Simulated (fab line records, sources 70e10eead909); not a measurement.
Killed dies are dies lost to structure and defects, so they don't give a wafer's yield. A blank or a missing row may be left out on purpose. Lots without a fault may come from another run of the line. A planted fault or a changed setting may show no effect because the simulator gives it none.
fab line records | flow nand_harc
record lots=12 wafers=36 last_day=34
route steps=1302 shown P_GATE@207 P_CONTACT@219 END@1302
lots that met no fault: from a run of the same line without faults
start_h: hours from the record's first day to the start of the lot's first wafer shown | wait_h: hours since the lot's step before | " the same as in the row above | L1.1+2: a row that stands for several wafers | - no value, or no start given | * or withheld: withheld | < > ~ a bound
route shown NAME@n: a module of which the file shows steps, and the number in the route of the first | usual: mean/standard deviation of fault-free wafers | same: alike in all rows | chamber/n: place in a boat | sites: the reading at each site | _std_site: their standard deviation | _edge_site: outer sites' mean less inner sites' | radius_mm: how far each site lies from the wafer's centre | mask NAME#n: copy n | behind: the tool/chamber that last shaped the wafer | hold: why the lot was held/for how many hours/how that ended | device: the transistor (n, p or np) that didn't switch | end of line: the same wafers' tests at the end of the route | a step without rows: its recipe alone | killed: dies lost to structure and defects at the first sort, not the wafer's yield | map: a wafer's dies, x killed, . not, _ none there
set.NAME: the setting as run; set.NAME@STEP: as run at that earlier step | model.NAME: the simulator's own value behind a step, which no gauge read
steps of the route over a sample of lots; a table a step, a row a wafer
services: from which hour (start_h, from the record's first day; less than 0 if before it) a tool's chamber was out of use, for how many hours, and why
## steps
# step NHARC_P_GATE_RTA_64
# recipe temp_c=1050 time_s=1
# usual lamp_power_pct=33.87/0.3 lamp_zone_5_pct=33.87/0.3 wafer_temp_C_max=1054.4/1.1
# columns lot.wafer tool chamber start_h wait_h lamp_power_pct lamp_zone_5_pct wafer_temp_C_max
L431.3 rtp_anneal-02 0 133.92 - 34.21 34.17 1055.5
L431.4 " 0 " " 34.08 34.16 1054.4
L431.5 " 0 " " 34.11 34.12 1055.0
L432.1 rtp_anneal-01 0 147.56 - 33.52 33.48 1054.2
L432.2 " 0 " " 33.53 33.56 1055.3
L432.3 " 0 " " 33.49 33.63 1053.6
L433.1 rtp_anneal-02 0 149.90 - 34.11 34.15 1053.7
L433.2 " 0 " " 34.12 34.12 1054.3
L433.6 " 0 " " 34.16 34.15 1055.9
L434.2 rtp_anneal-02 0 165.33 - 34.10 34.12 1055.5
L434.3 " 0 " " 34.16 34.14 1055.7
L434.5 " 0 " " 34.10 34.12 1055.8
L437.1 rtp_anneal-01 0 196.65 - 33.50 33.51 1054.0
L437.3 " 0 " " 33.55 33.49 1053.1
L437.5 " 0 " " 33.52 33.51 1054.1
L442.2 rtp_anneal-02 0 261.38 - 34.11 34.16 1054.8
L442.5 " 0 " " 34.16 34.10 1055.7
L442.6 " 0 " " 34.13 34.14 1056.4
L444.1 rtp_anneal-02 0 261.87 - 34.19 34.15 1055.0
L444.2 " 0 " " 34.15 34.10 1054.7
L444.3 " 0 " " 34.09 34.17 1055.6
L443.2 rtp_anneal-01 0 262.78 - 33.48 33.58 1053.3
L443.3 " 0 " " 33.52 33.52 1053.9
L443.5 " 0 " " 33.53 33.53 1053.4
L445.3 rtp_anneal-02 0 279.49 - 34.11 34.17 1053.7
L445.5 " 0 " " 34.18 34.15 1053.7
L445.6 " 0 " " 34.13 34.10 1054.3
L447.1 rtp_anneal-01 0 302.07 - 33.56 33.53 1053.1
L447.3 " 0 " " 33.49 33.52 1052.9
L447.4 " 0 " " 33.56 33.51 1053.4
L451.1 rtp_anneal-01 0 335.47 - 33.52 33.52 1055.6
L451.3 " 0 " " 33.52 33.53 1055.2
L451.4 " 0 " " 33.50 33.50 1055.9
L452.3 rtp_anneal-01 0 346.89 - 33.52 33.58 1054.4
L452.4 " 0 " " 33.49 33.48 1056.3
L452.6 " 0 " " 33.52 33.57 1054.9
# step NHARC_P_CONTACT_CMP_01
# recipe target_thk_nm=200 material=SiO2
# usual edge_zone_pressure_frac=1.000/0.0047 motor_current_A=11.6/1.5
# columns lot.wafer tool chamber start_h wait_h edge_zone_pressure_frac motor_current_A
L431.3 cmp-03 1 135.93 - 1.003 11.5
L431.4 " 2 " " 1.004 10.7
L431.5 " 1 " " 0.998 11.3
L432.2 cmp-03 2 149.60 - 1.005 10.5
L432.1 " 3 " " 0.997 11.1
L432.3 " 0 " " 1.002 12.1
L433.2 cmp-01 3 151.95 - 1.002 11.9
L433.1 " 1 " " 0.998 11.1
L433.6 " 2 " " 0.999 10.8
L434.3 cmp-01 3 167.40 - 1.001 12.6
L434.2 " 0 " " 0.999 11.3
L434.5 " 1 " " 0.998 11.3
L437.1 cmp-02 0 199.00 - 0.997 12.6
L437.3 " 3 " " 1.005 9.6
L437.5 " 1 " " 1.005 10.4
L442.2 cmp-02 3 263.39 - 1.004 10.0
L442.6 " 3 " " 1.008 9.8
L442.5 " 0 " " 1.001 12.1
L444.3 cmp-01 0 263.91 - 1.010 11.5
L444.2 " 1 " " 1.000 11.6
L444.1 " 2 " " 0.999 10.1
L443.3 cmp-02 1 264.84 - 0.999 10.3
L443.2 " 2 " " 1.002 16.3
L443.5 " 3 " " 1.010 9.8
L445.3 cmp-01 3 281.52 - 0.992 11.9
L445.5 " 1 " " 1.003 11.7
L445.6 " 2 " " 0.998 10.3
L447.3 cmp-03 1 304.10 - 1.005 11.0
L447.1 " 3 " " 1.005 10.9
L447.4 " 0 " " 1.002 10.9
L451.3 cmp-01 2 337.52 - 1.004 10.7
L451.4 " 3 " " 1.002 12.2
L451.1 " 1 " " 0.995 11.6
L452.4 cmp-02 2 348.99 - 0.996 16.1
L452.3 " 3 " " 1.004 9.8
L452.6 " 1 " " 1.002 10.4
# step NHARC_P_CONTACT_OVL_MEAS_13
# usual overlay_x_nm=-0.2/0.84 overlay_y_nm=-0.2/0.94
# columns lot.wafer tool chamber start_h wait_h overlay_x_nm overlay_y_nm
L431.3 overlay-01 - 136.82 - -0.1 -0.2
L431.4 " - " " -0.1 -0.5
L431.5 " - " " 0.6 -0.4
L432.1 overlay-01 - 150.52 - -1.3 -0.6
L432.2 " - " " -0.6 0.1
L432.3 " - " " -1.3 0.1
L433.1 overlay-02 - 152.84 - 1.1 -0.5
L433.2 " - " " 1.2 -0.3
L433.6 " - " " 1.1 -0.4
L434.2 overlay-01 - 168.27 - 1.5 1.5
L434.3 " - " " 1.3 1.7
L434.5 " - " " 1.2 2.1
L437.1 overlay-02 - 199.92 - 0.5 0.0
L437.3 " - " " 1.1 -0.1
L437.5 " - " " 0.3 0.0
L442.2 overlay-02 - 264.19 - -1.5 -0.7
L442.5 " - " " -0.9 -0.7
L442.6 " - " " -1.2 -0.8
L444.1 overlay-01 - 264.83 - 0.0 -0.2
L444.2 " - " " 1.1 0.1
L444.3 " - " " 0.1 0.0
L443.2 overlay-02 - 265.58 - -1.9 1.5
L443.3 " - " " -1.9 1.2
L443.5 " - " " -1.7 0.6
L445.3 overlay-02 - 282.40 - 0.2 -0.7
L445.5 " - " " 0.1 -1.3
L445.6 " - " " -0.2 -1.1
L447.1 overlay-01 - 305.03 - -0.6 -0.7
L447.3 " - " " 0.2 -0.2
L447.4 " - " " -0.4 -0.2
L451.1 overlay-01 - 338.43 - -1.2 -1.2
L451.3 " - " " -1.0 -0.6
L451.4 " - " " -0.5 -1.1
L452.3 overlay-01 - 349.88 - -0.1 0.6
L452.4 " - " " -0.5 1.3
L452.6 " - " " 0.1 0.6
# step NHARC_P_CONTACT_ETCH_35
# recipe target_depth_a=390 over_etch_frac=0.3 time_s=65 ion_energy_ev=80 cf4_flow_sccm=150 ar_flow_sccm=0 rf_w=300 bias_w=100 chemistry=CF4
# usual chamber_pressure_mTorr=50.00/0.043 drypump_motor_current_A=5.6/0.46 oes_product_au=1.002/0.0085 rf_vpp_V=151.8/1.1 run_length_s=86.4/0.51 showerhead_plenum_p_Torr=1.81/0.056 throttle_valve_pct=13.283/0.0099
# columns lot.wafer tool chamber start_h wait_h chamber_pressure_mTorr drypump_motor_current_A oes_product_au rf_hours_counter_h rf_vpp_V run_length_s showerhead_plenum_p_Torr throttle_valve_pct
L431.3 rie_diel-12 2 137.00 0.1 50.04 6.4 0.994 1.4 151.9 86.6 1.71 13.277
L431.4 " 3 " " 50.10 5.1 1.015 1.1 153.1 86.4 1.83 13.281
L431.5 " 3 " " 49.94 5.0 1.014 - 151.7 86.6 1.83 13.279
L432.2 rie_diel-02 3 150.70 0.1 49.95 5.9 1.016 2.5 153.2 86.8 1.87 13.279
L432.3 " 0 " " 50.00 5.6 1.012 2.2 150.1 86.1 1.77 13.269
L432.1 " 1 " " 49.98 5.8 1.010 2.6 152.3 85.8 1.83 13.294
L433.2 rie_diel-07 3 153.04 0.1 50.00 6.0 1.022 2.1 153.5 87.3 1.79 13.276
L433.1 " 0 " " 50.05 5.5 0.995 1.7 150.9 86.5 1.84 13.272
L433.6 " 3 " " 50.01 6.0 1.003 - 151.9 87.4 1.79 13.287
L434.3 rie_diel-07 1 168.45 0.1 49.93 5.1 1.005 2.0 153.7 86.8 1.88 13.273
L434.2 " 2 " " 49.97 6.4 1.000 1.8 152.0 85.5 1.72 13.282
L434.5 " 2 " " 50.03 6.4 1.013 - 150.0 85.4 1.72 13.270
L437.1 rie_diel-12 1 200.12 0.1 50.05 5.3 1.003 3.0 151.3 85.6 1.80 13.270
L437.3 " 2 " " 50.01 6.4 1.002 2.7 149.3 86.1 1.71 13.276
L437.5 " 1 " " 50.07 5.3 1.013 - 152.0 85.5 1.80 13.288
L442.2 rie_diel-02 0 264.38 0.1 50.04 5.6 1.001 0.8 150.2 72.0 1.77 13.286
L442.6 " 2 " " 50.08 6.0 1.002 - 152.5 86.9 1.86 13.291
L442.5 " 3 " " 49.98 5.8 0.999 - 152.3 87.2 1.86 13.284
L444.3 rie_diel-07 0 265.01 0.1 49.96 5.5 0.991 7.0 150.8 86.6 1.84 13.266
L444.2 " 1 " " 49.97 5.2 1.008 8.4 153.3 86.5 1.88 13.300
L444.1 " 3 " " 50.03 6.0 1.003 7.6 151.8 86.6 1.79 13.285
L443.3 rie_diel-02 2 265.77 0.1 50.03 6.0 1.000 1.0 153.1 86.8 1.86 13.285
L443.2 " 0 " " 50.01 5.6 1.005 1.1 152.3 72.7 1.77 13.295
L443.5 " 1 " " 50.05 5.8 1.007 - 152.1 86.0 1.83 13.289
L445.3 rie_diel-12 2 282.60 0.1 49.99 6.4 1.012 0.0 148.5 86.6 1.71 13.278
L445.5 " 1 " " 49.97 5.3 1.018 - 150.7 85.5 1.80 13.296
L445.6 " 2 " " 49.96 6.3 1.014 - 150.2 86.3 1.71 13.274
L447.1 rie_diel-12 2 305.22 0.1 50.01 6.3 1.012 1.0 151.2 86.2 1.70 13.288
L447.3 " 3 " " 50.11 5.0 1.005 1.0 151.5 86.3 1.82 13.279
L447.4 " 0 " " 49.98 5.1 0.987 0.0 152.3 86.6 1.87 13.294
L451.3 rie_diel-07 1 338.62 0.1 50.06 5.1 0.998 1.7 153.7 86.5 1.88 13.294
L451.4 " 2 " " 49.99 6.4 0.985 1.9 151.7 85.7 1.71 13.296
L451.1 " 3 " " 50.00 6.1 0.988 2.2 151.7 86.9 1.79 13.276
L452.3 rie_diel-12 0 350.09 0.1 50.00 5.0 0.995 1.1 152.5 86.0 1.87 13.277
L452.6 " 0 " " 49.98 5.1 0.986 - 152.0 86.0 1.87 13.287
L452.4 " 1 " " 49.98 5.3 0.988 - 150.2 85.8 1.79 13.304
# step NHARC_END_SORT_01
# recipe temp_c=25
# usual killed_at_array=49/19 killed_at_other=0.9/1.1 killed_at_periphery=4.0/2.7 killed_dies=54/19 killed_open=3.3/1.8 killed_short=2.6/1.6
# same gross_dies=677
# columns lot.wafer tool chamber start_h wait_h killed_at_array killed_at_other killed_at_periphery killed_dies killed_open killed_short
L443.2 prober-01 0 723.38 2.8 61 1 2 64 3 2
L443.3 prober-01 0 724.18 3.1 53 2 0 55 2 3
L443.5 prober-01 0 725.77 3.7 67 0 1 68 3 1
# killed by level:class
L443.2 A_CHANNEL_HOLE_D1:chamber_film_flake=28 A_SLIT:chamber_film_flake=24 A_CHANNEL_HOLE_D2:chamber_film_flake=3 A_CONTACT:chamber_film_flake=2 P_GATE:geometric_particle:open=1 P_CONTACT:geometric_particle:short=1 A_ONON_D1:geometric_particle:open=1 A_ONON_D2:geometric_particle:open=1
L443.3 A_CHANNEL_HOLE_D1:chamber_film_flake=21 A_SLIT:chamber_film_flake=17 A_CHANNEL_HOLE_D2:chamber_film_flake=5 A_CONTACT:chamber_film_flake=3 A_ONON_D2:geometric_particle:short=2 A_M0:chamber_film_flake=2 A_CHANNEL_FILL_D1:geometric_particle:open=1 A_CHANNEL_FILL_D2:geometric_particle:open=1
L443.5 A_SLIT:chamber_film_flake=32 A_CHANNEL_HOLE_D1:chamber_film_flake=20 A_STAIRCASE:chamber_film_flake=6 A_CHANNEL_HOLE_D2:chamber_film_flake=3 P_GATE:geometric_particle:open=1 A_ONON_D1:geometric_particle:short=1 A_ONON_D1:geometric_particle:open=1 A_WL_FILL:geometric_particle:open=1
## services
# columns tool chamber start_h hours kind
rie_diel-07 - 117.20 9.0 pm
cmp-03 - 121.61 0.5 repair
cmp-02 - 134.50 4.0 pm
rie_diel-02 0 135.11 7.3 repair
rie_diel-07 2 152.82 14.4 repair
cmp-02 - 178.11 2.7 repair
cmp-01 - 186.83 4.0 pm
rie_diel-12 0 189.20 18.0 repair
cmp-02 - 208.11 1.2 repair
rie_diel-07 0 212.98 8.6 repair
rie_diel-12 - 218.20 0.8 repair
cmp-02 - 232.51 4.0 pm
cmp-01 - 245.14 0.5 repair
cmp-02 - 252.66 3.2 repair
rie_diel-12 0 267.04 37.2 repair
rie_diel-12 - 268.44 9.0 pm
cmp-01 - 284.83 4.0 pm
cmp-02 - 293.17 3.6 repair
rie_diel-07 - 294.20 9.0 pm
rie_diel-07 0 306.84 2.5 repair
rie_diel-12 1 312.92 2.7 repair
cmp-02 - 330.64 4.0 pm
cmp-02 - 341.52 1.1 repair
rie_diel-12 3 348.33 5.5 repair
## key
first_sign step=NHARC_P_CONTACT_ETCH_35 reading=run_length_s direction=down sigmas=27 usual=* struck=*
effect none on later readings
met_at NHARC_P_CONTACT_ETCH_35
struck_lots L442,L443
struck_wafers L442.2,L443.2
tester_left_out L442,L443
not_acting_at NHARC_P_GATE_RTA_64,NHARC_P_CONTACT_CMP_01,NHARC_P_CONTACT_OVL_MEAS_13
onset_between 150.70 264.38
fault kind=process_parameter_drift tool=rie_diel-02 chamber=0 onset_h=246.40 steps=NHARC_P_CONTACT_ETCH_35 channel=time_s offset=* shape=step end_h=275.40 acts_in=* stated=*
# tester_left_out: of these lots the tester's yield and bins aren't shown, on N5 and GAA mostly nor the transistor test; their killed dies are dies lost to structure and defects alone, not to doping, threshold or leakage, so they don't give the yield
